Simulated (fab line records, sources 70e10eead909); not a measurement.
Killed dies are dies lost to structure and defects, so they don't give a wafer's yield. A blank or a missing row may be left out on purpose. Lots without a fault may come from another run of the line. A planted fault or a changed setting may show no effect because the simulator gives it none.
Chamber matching | flow nand_harc | NHARC_A_STAIRCASE_ETCH_253 on rie_diel-11: 4 sister chambers
The step etches the open film in C4F8/O2, target depth 50 nm, time 20.2 s. 18 wafers are shown with their chamber, then 9 later ones without.

WAFERS WITH THEIR CHAMBER
wafer  | chamber | rf_vpp_V (V) | oes_product_au (a.u.)
L077.1 | 2       | 897          | 0.945
L077.4 | 1       | 889          | 0.933
L077.6 | 3       | 895          | 0.956
L076.1 | 0       | 897          | 0.979
L076.2 | 2       | 899          | 0.949
L076.5 | 0       | 896          | 0.969
L078.1 | 3       | 893          | 0.963
L078.3 | 1       | 889          | 0.955
L078.5 | 1       | 889          | 0.952
L079.4 | 2       | 896          | 0.940
L079.5 | 1       | 889          | 0.930
L079.6 | 0       | 898          | 0.953
L080.3 | 0       | 897          | 0.935
L080.4 | 1       | 890          | 0.905
L080.5 | 2       | 898          | 0.916
L084.1 | 2       | 897          | 0.934
L084.2 | 3       | 894          | 0.946
L084.3 | 0       | 897          | 0.959

SIGNATURES (means of the wafers above)
reading        | chamber 0 | chamber 1 | chamber 2 | chamber 3 | scatter within a chamber
rf_vpp_V       | 897.00    | 889.20    | 897.40    | 894.00    | 0.845
oes_product_au | 0.95900   | 0.93500   | 0.93680   | 0.95500   | 0.0159
Rule: a wafer's distance from a chamber is the root of the sum, over the readings, of the square of ((its reading less the chamber's mean) divided by the reading's scatter). The wafer belongs to the nearest chamber; if the next one is less than 2 further off, it can't be placed. The scatter: the root of (the sum of the squares of (reading less its chamber's mean) over the shown wafers, divided by (wafers less chambers)).

WAFERS WITHOUT THEIR CHAMBER
wafer  | rf_vpp_V (V) | oes_product_au (a.u.)
L091.1 | 897          | 0.963
L091.2 | 888          | 0.938
L091.6 | 893          | 0.980
L093.3 | 897          | 0.938
L093.5 | 895          | 0.959
L093.6 | 896          | 0.937
L094.2 | 895          | 0.924
L094.3 | 896          | 0.917
L094.4 | 897          | 0.935

WHICH CHAMBER EACH WENT THROUGH
wafer  | from the rows above          | in truth
L091.1 | can't be placed: 0 or 2      | 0
L091.2 | 1                            | 1
L091.6 | 3                            | 3
L093.3 | can't be placed: 2 or 0      | 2
L093.5 | can't be placed: 3 or 0 or 2 | 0
L093.6 | can't be placed: 2 or 0 or 3 | 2
L094.2 | can't be placed: 3 or 2 or 0 | 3
L094.3 | can't be placed: 2 or 0 or 3 | 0
L094.4 | can't be placed: 2 or 0      | 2
Placed correctly: 2 of 9. Can't be placed from these rows: 7 (the true chamber is among the candidates in 7). Placed wrongly: 0.
